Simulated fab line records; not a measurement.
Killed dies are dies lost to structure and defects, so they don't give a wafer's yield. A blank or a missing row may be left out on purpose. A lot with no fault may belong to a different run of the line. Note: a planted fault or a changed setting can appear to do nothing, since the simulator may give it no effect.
fab line records | flow nand-harc
record lots=7 wafers=21 last-day=33
route steps=1302 shown A_CONTACT@1046 END@1302
lots with no fault: from the same line, run without faults
start-h: start of the lot's first displayed wafer, in hours after the record's first day | wait-h: time in hours since the lot's previous step | " repeats the value in the row above | L1.1+2: a row that stands for several wafers | - no value, or no start given | * or withheld: withheld | < > ~ a bound
route shown NAME@n: names a module that has steps shown in the file, with the first one's number in the route | usual: average and standard deviation across the fault-free wafers | same: alike in all rows | chamber/n: place in a boat | sites: each site's reading | _std_site: how widely they spread, as a standard deviation | _edge_site: mean of outer sites minus mean of inner sites | radius-mm: for every site, how far away it sits from the centre of the wafer | mask NAME#n: copy n | behind: tool/chamber where the wafer was last shaped | hold: cause of the lot's hold/its duration in hours/its outcome | device: the n, p or np transistor that did not switch | end of line: the same wafers' tests at the end of the route | a step with no rows: only its recipe | killed: the dies lost at the first sort to structure and to defects; this is not the yield of the wafer | map: the dies of a wafer, with x for killed, . for not killed, _ for no die there
set.NAME: the setting the step ran with; set.NAME@STEP: the setting that earlier step ran with | model.NAME: the simulator's own value behind a step, which no gauge read
lots at selected steps of the route; one table per step, one row per wafer
services: when a tool's chamber went out of use (start-h, in hours from the record's first day, below 0 if earlier), for how many hours, and the reason
## steps
# step NHARC_A_CONTACT_ETCH_78
# recipe target-depth-a=53000 over-etch-frac=0.3 time-s=1378 ion-energy-ev=150 o2-flow-sccm=400 cos-flow-sccm=20 ar-flow-sccm=0 rf-w=500 bias-w=300 chemistry=O2/COS
# usual cos-flow-sccm=20.00/0.063 drypump-motor-current-A=5.9/0.51 oes-product-au=0.996/0.01 rf-vpp-V=314.3/2 run-length-s=1399.3/0.42 showerhead-plenum-p-Torr=3.13/0.14 throttle-valve-pct=28.330/0.0083
# same time-s=1378
# columns lot.wafer tool chamber start-h wait-h cos-flow-sccm drypump-motor-current-A oes-product-au rf-hours-counter-h rf-vpp-V run-length-s showerhead-plenum-p-Torr throttle-valve-pct
L881.1 rie-diel-03 2 - - 20.00 6.1 1.002 22 311.2 1399.3 2.92 28.325
L881.4 " 1 " " 19.85 5.3 0.988 21 315.5 1399.6 3.19 28.329
L881.5 " 3 " " 19.97 5.3 0.993 - 317.2 1398.8 3.33 28.335
L888.3 rie-diel-10 1 - - 19.93 6.5 0.969 3 315.8 1399.4 3.18 28.327
L888.1 " 2 " " 20.03 5.8 0.999 3 318.2 1399.7 3.30 28.333
L888.2 " 0 " " 20.03 5.3 1.002 3 313.8 1399.2 3.14 28.318
L890.4 rie-diel-10 2 - - 19.99 5.8 0.991 7 316.1 1399.7 3.29 28.324
L890.5 " 1 " " 20.05 6.5 0.970 - 315.9 1399.6 3.17 28.334
L890.6 " 2 " " 19.97 5.8 0.986 - 315.8 1399.9 3.29 28.322
L891.2 rie-diel-13 2 - - 19.96 6.6 0.995 42 312.8 1399.2 3.00 28.334
L891.1 " 3 " " 20.07 5.5 0.984 32 312.4 1400.1 2.93 28.346
L891.4 " 0 " " 20.07 5.5 0.984 31 316.4 1399.5 3.32 28.335
L896.4 rie-diel-10 1 - - 20.04 6.5 0.970 19 314.9 1399.3 3.17 28.320
L896.3 " 3 " " 19.92 6.5 0.999 18 314.1 1399.5 3.07 28.345
L896.6 " 0 " " 19.96 5.3 1.009 - 315.1 1399.1 3.13 28.329
L898.4 rie-diel-03 1 - - 20.00 5.3 0.986 26 314.8 1399.5 3.16 28.340
L898.1 " 0 " " 19.88 5.5 1.004 27 311.8 1398.3 2.97 28.328
L898.6 " 1 " " 20.05 5.3 0.983 - 314.6 1399.8 3.16 28.333
L899.2 rie-diel-13 1 - - 19.96 5.4 1.012 7 312.3 1399.4 2.91 28.327
L899.1 " 2 " " 20.00 6.6 0.996 7 312.1 1398.6 2.99 28.337
L899.6 " 2 " " 19.98 6.6 0.999 - 312.5 1398.9 2.99 28.335
# step NHARC_A_CONTACT_ETCH_124
# recipe source-w=withheld pressure-mtorr=20 bias-v=withheld time-s=140 target-depth-a=7000 ar-flow-sccm=withheld c4f8-flow-sccm=withheld o2-flow-sccm=withheld chemistry=C4F8/O2/Ar
# usual run-length-s=141.6/0.44
# same time-s=140
# columns lot.wafer tool chamber start-h wait-h rf-hours-counter-h run-length-s
L881.1 har-cap-etch-01 1 537.26 - 6 140.9
L881.4 " 1 " " - 140.8
L881.5 " 1 " " - 141.2
L888.1 har-cap-etch-01 0 629.40 - 21 141.2
L888.2 " 1 " " 21 141.4
L888.3 " 0 " " - 141.5
L890.4 har-cap-etch-03 0 644.80 - - 141.2
L890.5 " 1 " " - 141.7
L890.6 " 0 " " - 141.3
L891.2 har-cap-etch-02 0 648.15 - 112 142.5
L891.1 " 1 " " 112 141.6
L891.4 " 1 " " - 141.7
L896.3 har-cap-etch-02 1 723.44 - - 142.4
L896.4 " 0 " " - 142.2
L896.6 " 1 " " - 141.7
L898.1 har-cap-etch-03 1 726.63 - 81 141.5
L898.4 " 1 " " - 141.9
L898.6 " 1 " " - 141.3
L899.2 har-cap-etch-01 0 727.58 - 38 141.9
L899.1 " 1 " " 38 141.1
L899.6 " 0 " " - 141.5
# step NHARC_A_CONTACT_ETCH_125
# recipe source-w=withheld pressure-mtorr=20 bias-v=3000 time-s=197 target-depth-a=19180 ar-flow-sccm=withheld c4f8-flow-sccm=withheld o2-flow-sccm=withheld chemistry=C4F8/O2/Ar
# step NHARC_A_CONTACT_ETCH_126
# recipe source-w=withheld pressure-mtorr=20 bias-v=3000 time-s=197 target-depth-a=19180 ar-flow-sccm=withheld c4f8-flow-sccm=withheld o2-flow-sccm=withheld chemistry=C4F8/O2/Ar
# usual run-length-s=197/0
# same time-s=197
# columns lot.wafer tool chamber start-h wait-h rf-hours-counter-h run-length-s
L881.1 har-cap-etch-01 1 537.77 0.2 7 197
L881.4 " 1 " " - 197
L881.5 " 1 " " - 197
L888.1 har-cap-etch-01 0 629.78 0.1 22 197
L888.2 " 1 " " 22 197
L888.3 " 0 " " - 197
L890.4 har-cap-etch-03 0 645.29 0.2 - 197
L890.5 " 1 " " - 197
L890.6 " 0 " " - 197
L891.2 har-cap-etch-02 0 648.73 0.2 113 197
L891.1 " 1 " " 113 197
L891.4 " 1 " " - 197
L896.3 har-cap-etch-02 1 723.81 0.1 - 197
L896.4 " 0 " " - 197
L896.6 " 1 " " - 197
L898.1 har-cap-etch-03 1 727.01 0.1 81 197
L898.4 " 1 " " - 197
L898.6 " 1 " " - 197
L899.2 har-cap-etch-01 0 728.09 0.2 39 197
L899.1 " 1 " " 39 197
L899.6 " 0 " " - 197
# step NHARC_A_CONTACT_ETCH_127
# recipe source-w=withheld pressure-mtorr=20 bias-v=3000 time-s=197 target-depth-a=19180 ar-flow-sccm=withheld c4f8-flow-sccm=withheld o2-flow-sccm=withheld chemistry=C4F8/O2/Ar
# step NHARC_A_CONTACT_ETCH_128
# recipe source-w=withheld pressure-mtorr=20 bias-v=3000 time-s=197 target-depth-a=19180 ar-flow-sccm=withheld c4f8-flow-sccm=withheld o2-flow-sccm=withheld chemistry=C4F8/O2/Ar
# step NHARC_A_CONTACT_ETCH_129
# recipe source-w=withheld pressure-mtorr=20 bias-v=3000 time-s=197 target-depth-a=19180 ar-flow-sccm=withheld c4f8-flow-sccm=withheld o2-flow-sccm=withheld chemistry=C4F8/O2/Ar
# step NHARC_A_CONTACT_ETCH_130
# recipe source-w=withheld pressure-mtorr=20 bias-v=3000 time-s=197 target-depth-a=19180 ar-flow-sccm=withheld c4f8-flow-sccm=withheld o2-flow-sccm=withheld chemistry=C4F8/O2/Ar
# step NHARC_A_CONTACT_ETCH_131
# recipe source-w=withheld pressure-mtorr=20 bias-v=3000 time-s=197 target-depth-a=19180 ar-flow-sccm=withheld c4f8-flow-sccm=withheld o2-flow-sccm=withheld chemistry=C4F8/O2/Ar
# step NHARC_A_CONTACT_ETCH_132
# recipe source-w=withheld pressure-mtorr=20 bias-v=3000 time-s=197 target-depth-a=19240 ar-flow-sccm=withheld c4f8-flow-sccm=withheld o2-flow-sccm=withheld chemistry=C4F8/O2/Ar
# usual run-length-s=197/0
# same time-s=197
# columns lot.wafer tool chamber start-h wait-h rf-hours-counter-h run-length-s
L881.1 har-cap-etch-01 1 539.11 0.1 8 197
L881.4 " 1 " " - 197
L881.5 " 1 " " - 197
L888.1 har-cap-etch-01 0 630.84 0.1 22 197
L888.2 " 1 " " 22 197
L888.3 " 0 " " - 197
L890.4 har-cap-etch-03 0 646.70 0.2 - 197
L890.5 " 1 " " - 197
L890.6 " 0 " " - 197
L891.2 har-cap-etch-02 0 650.14 0.2 113 197
L891.1 " 1 " " 113 197
L891.4 " 1 " " - 197
L896.3 har-cap-etch-02 1 724.87 0.1 - 197
L896.4 " 0 " " - 197
L896.6 " 1 " " - 197
L898.1 har-cap-etch-03 1 728.07 0.1 82 197
L898.4 " 1 " " - 197
L898.6 " 1 " " - 197
L899.2 har-cap-etch-01 0 729.67 0.3 40 197
L899.1 " 1 " " 40 197
L899.6 " 0 " " - 197
# step NHARC_A_CONTACT_ETCH_133
# recipe source-w=withheld pressure-mtorr=20 bias-v=400 time-s=374 target-depth-a=16100 ar-flow-sccm=withheld c4f8-flow-sccm=11.5 o2-flow-sccm=7.2 chemistry=C4F8/O2/Ar
# usual run-length-s=405.6/0.46
# same time-s=374
# columns lot.wafer tool chamber start-h wait-h rf-hours-counter-h run-length-s
L881.1 har-cap-etch-01 1 539.29 0.1 8 405.0
L881.4 " 1 " " - 405.1
L881.5 " 1 " " - 404.8
L888.1 har-cap-etch-01 0 631.02 0.1 23 405.0
L888.2 " 1 " " 23 404.9
L888.3 " 0 " " - 405.2
L890.4 har-cap-etch-03 0 647.10 0.4 - 405.0
L890.5 " 1 " " - 405.3
L890.6 " 0 " " - 405.3
L891.2 har-cap-etch-02 0 650.38 0.2 114 406.4
L891.1 " 1 " " 114 405.9
L891.4 " 1 " " - 405.9
L896.3 har-cap-etch-02 1 725.13 0.2 - 405.8
L896.4 " 0 " " - 406.2
L896.6 " 1 " " - 405.7
L898.1 har-cap-etch-03 1 728.28 0.2 82 405.2
L898.4 " 1 " " - 405.4
L898.6 " 1 " " - 405.4
L899.2 har-cap-etch-01 0 729.98 0.3 40 405.6
L899.1 " 1 " " 40 405.1
L899.6 " 0 " " - 405.0
# step NHARC_A_CONTACT_ETCH_91
# recipe target-depth-a=400 over-etch-frac=0.5 time-s=85.7 ion-energy-ev=120 ch3f-flow-sccm=50 o2-flow-sccm=30 ar-flow-sccm=200 rf-w=500 bias-w=100 chemistry=CH3F/O2
# step NHARC_A_CONTACT_ETCH_97
# recipe target-depth-a=200 over-etch-frac=0.5 time-s=10 ion-energy-ev=250 c4f6-flow-sccm=25 o2-flow-sccm=20 ar-flow-sccm=500 rf-w=600 bias-w=500 chemistry=C4F6/O2
# usual c4f6-flow-sccm=24.99/0.072 drypump-motor-current-A=5.9/0.52 oes-product-au=0.951/0.026 rf-vpp-V=547/3.2 run-length-s=31.2/0.37 showerhead-plenum-p-Torr=3.95/0.15 throttle-valve-pct=26.903/0.009
# columns lot.wafer tool chamber start-h wait-h c4f6-flow-sccm drypump-motor-current-A oes-product-au rf-hours-counter-h rf-vpp-V run-length-s showerhead-plenum-p-Torr throttle-valve-pct
L881.4 rie-diel-10 3 540.22 - 24.91 6.6 0.950 25 546 30.8 3.87 26.895
L881.1 " 0 " " 24.99 5.3 0.938 27 549 30.8 3.95 26.901
L881.5 " 0 " " 24.97 5.3 0.934 - 548 31.0 3.95 26.903
L888.1 rie-diel-10 0 631.94 - 24.94 5.3 0.948 3 546 27.1 3.94 26.920
L888.2 " 1 " " 24.96 6.5 0.925 3 548 31.4 3.99 26.902
L888.3 " 2 " " 24.91 5.8 0.934 3 550 31.5 4.13 26.915
L890.4 rie-diel-10 0 647.89 - 24.91 5.3 0.952 8 547 27.7 3.94 26.893
L890.5 " 2 " " 24.92 5.8 0.935 - 551 31.5 4.13 26.886
L890.6 " 3 " " 25.04 6.5 0.950 - 545 31.0 3.86 26.910
L891.2 rie-diel-10 0 651.52 0.2 25.10 5.3 0.955 8 547 27.0 3.94 26.906
L891.1 " 2 " " 25.09 5.8 0.954 9 550 31.3 4.13 26.889
L891.4 " 0 " " 25.03 5.3 0.951 - 547 27.0 3.94 26.910
L896.4 rie-diel-10 1 725.91 - 24.91 6.5 0.930 20 548 31.4 3.98 26.898
L896.3 " 3 " " 24.97 6.6 0.943 18 546 31.4 3.86 26.894
L896.6 " 0 " " 25.10 5.3 0.954 - 547 30.8 3.93 26.901
L898.1 rie-diel-10 2 729.13 - 25.10 5.8 0.941 21 550 31.2 4.12 26.891
L898.4 " 0 " " 24.99 5.3 0.941 20 546 30.8 3.93 26.911
L898.6 " 2 " " 25.07 5.8 0.939 - 553 31.3 4.12 26.904
L899.2 rie-diel-13 3 731.49 - 24.90 5.6 0.994 1 543 31.7 3.68 26.906
L899.1 " 1 " " 24.99 5.4 0.976 11 540 31.1 3.67 26.914
L899.6 " 3 " " 25.04 5.6 0.995 - 541 31.3 3.68 26.902
# step NHARC_A_CONTACT_CD_MEAS_80
# usual cd-nm=290.0/0.77
# columns lot.wafer tool chamber start-h wait-h cd-nm
L881.1 cd-sem-01 - 540.30 - 290.7
L881.4 " - " " 290.4
L881.5 " - " " 289.8
L888.1 cd-sem-02 - 632.02 - 290.6
L888.2 " - " " 290.3
L888.3 " - " " 290.3
L890.4 cd-sem-02 - 647.98 - 290.0
L890.5 " - " " 290.2
L890.6 " - " " 290.1
L891.1 cd-sem-03 - 651.62 0.1 290.2
L891.2 " - " " 289.7
L891.4 " - " " 290.2
L896.3 cd-sem-01 - 725.99 - 289.9
L896.4 " - " " 290.3
L896.6 " - " " 290.0
L898.1 cd-sem-03 - 729.21 - 290.5
L898.4 " - " " 290.1
L898.6 " - " " 290.5
L899.1 cd-sem-03 - 731.57 - 288.3
L899.2 " - " " 288.4
L899.6 " - " " 289.0
# step NHARC_END_SORT_01
# recipe temp-c=25
# usual killed-at-array=52/18 killed-at-other=1.2/1.5 killed-at-periphery=4/3.2 killed-dies=57/17 killed-open=3.1/1.9 killed-short=2.5/1.7
# same gross-dies=677
# columns lot.wafer tool chamber start-h wait-h killed-at-array killed-at-other killed-at-periphery killed-dies killed-open killed-short
L888.1 prober-02 0 685.53 2.5 669 0 8 677 2 1
L888.2 prober-02 0 686.33 2.8 70 1 4 75 6 4
L888.3 prober-02 0 687.13 3.1 69 0 3 72 2 4
L890.4 prober-01 0 705.50 3.4 676 0 1 677 4 1
L891.2 prober-02 0 707.98 2.8 668 1 3 672 3 5
L891.4 prober-02 0 709.57 3.4 668 1 6 675 3 1
# killed by level:class
L888.1 A_CONTACT:area-etch=614 A_SLIT:chamber-film-flake=30 A_CHANNEL_HOLE_D1:chamber-film-flake=22 P_GATE:chamber-film-flake=4 P_ZERO_WELL:chamber-film-flake=2 P_M0:geometric-particle:short=1 P_M1:geometric-particle:open=1 A_M0:geometric-particle:open=1
L888.2 A_CHANNEL_HOLE_D1:chamber-film-flake=34 A_SLIT:chamber-film-flake=25 P_M0:geometric-particle:short=2 P_GATE:chamber-film-flake=2 A_ZERO_WELL:chamber-film-flake=2 A_DECK1_JOINT:geometric-particle:open=1 A_ONON_D2:geometric-particle:open=1 A_CHANNEL_HOLE_D2:geometric-particle:short=1
L888.3 A_SLIT:chamber-film-flake=30 A_CHANNEL_HOLE_D1:chamber-film-flake=30 A_ONON_D2:geometric-particle:short=2 A_ONON_D1:geometric-particle:open=1 A_CHANNEL_FILL_D1:geometric-particle:short=1 A_CONTACT:geometric-particle:open=1 A_BLC:geometric-particle:short=1 P_ZERO_WELL:chamber-film-flake=1
L890.4 A_CONTACT:area-etch=619 A_SLIT:chamber-film-flake=27 A_CHANNEL_HOLE_D1:chamber-film-flake=16 A_WL_FILL:chamber-film-flake=4 A_CHANNEL_FILL_D2:chamber-film-flake=4 A_M0:geometric-particle:open=2 A_CONTACT:chamber-film-flake=2 P_GATE:geometric-particle:short=1
L891.2 A_CONTACT:area-etch=620 A_CHANNEL_HOLE_D2:chamber-film-flake=30 A_CONTACT:chamber-film-flake=6 A_SLIT:chamber-film-flake=3 A_CHANNEL_HOLE_D1:chamber-film-flake=2 P_STI:geometric-particle:short=1 P_M0:geometric-particle:open=1 A_ONON_D1:geometric-particle:open=1
L891.4 A_CONTACT:area-etch=629 A_CHANNEL_HOLE_D2:chamber-film-flake=20 A_CHANNEL_HOLE_D1:chamber-film-flake=8 A_SLIT:chamber-film-flake=5 P_STI:chamber-film-flake=2 P_GATE:geometric-particle:open=1 A_CHANNEL_HOLE_D2:geometric-particle:short=1 A_SGD_CUT:geometric-particle:open=1
# map L888.1 (x killed, . not)
____________x____________
_________xxxxxxx_________
_______xxxxxxxxxxx_______
______xxxxxxxxxxxxx______
_____xxxxxxxxxxxxxxx_____
____xxxxxxxxxxxxxxxxx____
____xxxxxxxxxxxxxxxxx____
___xxxxxxxxxxxxxxxxxxx___
___xxxxxxxxxxxxxxxxxxx___
__xxxxxxxxxxxxxxxxxxxxx__
__xxxxxxxxxxxxxxxxxxxxx__
_xxxxxxxxxxxxxxxxxxxxxxx_
_xxxxxxxxxxxxxxxxxxxxxxx_
_xxxxxxxxxxxxxxxxxxxxxxx_
_xxxxxxxxxxxxxxxxxxxxxxx_
_xxxxxxxxxxxxxxxxxxxxxxx_
xxxxxxxxxxxxxxxxxxxxxxxxx
xxxxxxxxxxxxxxxxxxxxxxxxx
xxxxxxxxxxxxxxxxxxxxxxxxx
xxxxxxxxxxxxxxxxxxxxxxxxx
xxxxxxxxxxxxxxxxxxxxxxxxx
_xxxxxxxxxxxxxxxxxxxxxxx_
_xxxxxxxxxxxxxxxxxxxxxxx_
_xxxxxxxxxxxxxxxxxxxxxxx_
_xxxxxxxxxxxxxxxxxxxxxxx_
_xxxxxxxxxxxxxxxxxxxxxxx_
__xxxxxxxxxxxxxxxxxxxxx__
__xxxxxxxxxxxxxxxxxxxxx__
___xxxxxxxxxxxxxxxxxxx___
___xxxxxxxxxxxxxxxxxxx___
____xxxxxxxxxxxxxxxxx____
____xxxxxxxxxxxxxxxxx____
_____xxxxxxxxxxxxxxx_____
______xxxxxxxxxxxxx______
_______xxxxxxxxxxx_______
_________xxxxxxx_________
____________x____________
# map L890.4 (x killed, . not)
____________x____________
_________xxxxxxx_________
_______xxxxxxxxxxx_______
______xxxxxxxxxxxxx______
_____xxxxxxxxxxxxxxx_____
____xxxxxxxxxxxxxxxxx____
____xxxxxxxxxxxxxxxxx____
___xxxxxxxxxxxxxxxxxxx___
___xxxxxxxxxxxxxxxxxxx___
__xxxxxxxxxxxxxxxxxxxxx__
__xxxxxxxxxxxxxxxxxxxxx__
_xxxxxxxxxxxxxxxxxxxxxxx_
_xxxxxxxxxxxxxxxxxxxxxxx_
_xxxxxxxxxxxxxxxxxxxxxxx_
_xxxxxxxxxxxxxxxxxxxxxxx_
_xxxxxxxxxxxxxxxxxxxxxxx_
xxxxxxxxxxxxxxxxxxxxxxxxx
xxxxxxxxxxxxxxxxxxxxxxxxx
xxxxxxxxxxxxxxxxxxxxxxxxx
xxxxxxxxxxxxxxxxxxxxxxxxx
xxxxxxxxxxxxxxxxxxxxxxxxx
_xxxxxxxxxxxxxxxxxxxxxxx_
_xxxxxxxxxxxxxxxxxxxxxxx_
_xxxxxxxxxxxxxxxxxxxxxxx_
_xxxxxxxxxxxxxxxxxxxxxxx_
_xxxxxxxxxxxxxxxxxxxxxxx_
__xxxxxxxxxxxxxxxxxxxxx__
__xxxxxxxxxxxxxxxxxxxxx__
___xxxxxxxxxxxxxxxxxxx___
___xxxxxxxxxxxxxxxxxxx___
____xxxxxxxxxxxxxxxxx____
____xxxxxxxxxxxxxxxxx____
_____xxxxxxxxxxxxxxx_____
______xxxxxxxxxxxxx______
_______xxxxxxxxxxx_______
_________xxxxxxx_________
____________x____________
## services
# columns tool chamber start-h hours kind
har-cap-etch-01 0 514.00 - clean
har-cap-etch-01 0 514.00 - consumable-replace:focus-ring
har-cap-etch-01 1 514.00 - clean
har-cap-etch-01 1 514.00 - consumable-replace:focus-ring
rie-diel-13 - 521.62 9.0 pm
har-cap-etch-02 - 522.28 15.4 repair
rie-diel-10 0 527.43 - clean
rie-diel-03 - 533.13 0.7 repair
har-cap-etch-03 - 542.91 4.3 repair
rie-diel-03 2 543.29 7.7 repair
har-cap-etch-02 - 555.04 11.3 repair
rie-diel-10 0 565.13 10.6 repair
rie-diel-10 1 570.87 4.5 repair
rie-diel-10 3 596.81 1.9 repair
rie-diel-10 - 596.95 9.0 pm
rie-diel-03 2 625.40 19.0 repair
rie-diel-03 - 638.04 9.0 pm
rie-diel-10 - 641.96 0.8 repair
rie-diel-10 1 648.03 4.8 repair
rie-diel-10 3 651.17 4.0 repair
rie-diel-13 - 698.62 9.0 pm
har-cap-etch-01 - 708.57 0.4 repair
rie-diel-13 3 712.09 16.9 repair
har-cap-etch-02 - 722.38 0.4 repair
## key
first-sign step=NHARC_A_CONTACT_ETCH_97 reading=run-length-s direction=down sigmas=11 usual=* struck=*
effect step=NHARC_END_SORT_01 reading=killed-dies direction=up sigmas=36 usual=57 struck=675
more-kills-born-at NHARC_A_CONTACT_ETCH_97@rie-diel-10=2482
met-at NHARC_A_CONTACT_ETCH_97
struck-wafers L888.1,L890.4,L891.2,L891.4
later-rows-left-out L888.1,L890.4,L891.2,L891.4
tester-left-out L888,L890,L891
onset-between 540.22 631.94
fault kind=process-parameter-drift tool=rie-diel-10 chamber=0 onset-h=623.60 steps=NHARC_A_CONTACT_ETCH_97 channel=time-s offset=* shape=step end-h=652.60 acts-in=* stated=*
# tester-left-out: of these lots the tester's yield and bins aren't shown, on N5 and GAA mostly nor the transistor test; their killed dies are dies lost to structure and defects alone, not to doping, threshold or leakage, so they don't give the yield
# later-rows-left-out: the simulator's readings of these wafers behind a module that went badly wrong aren't trusted and aren't shown, but for the sort
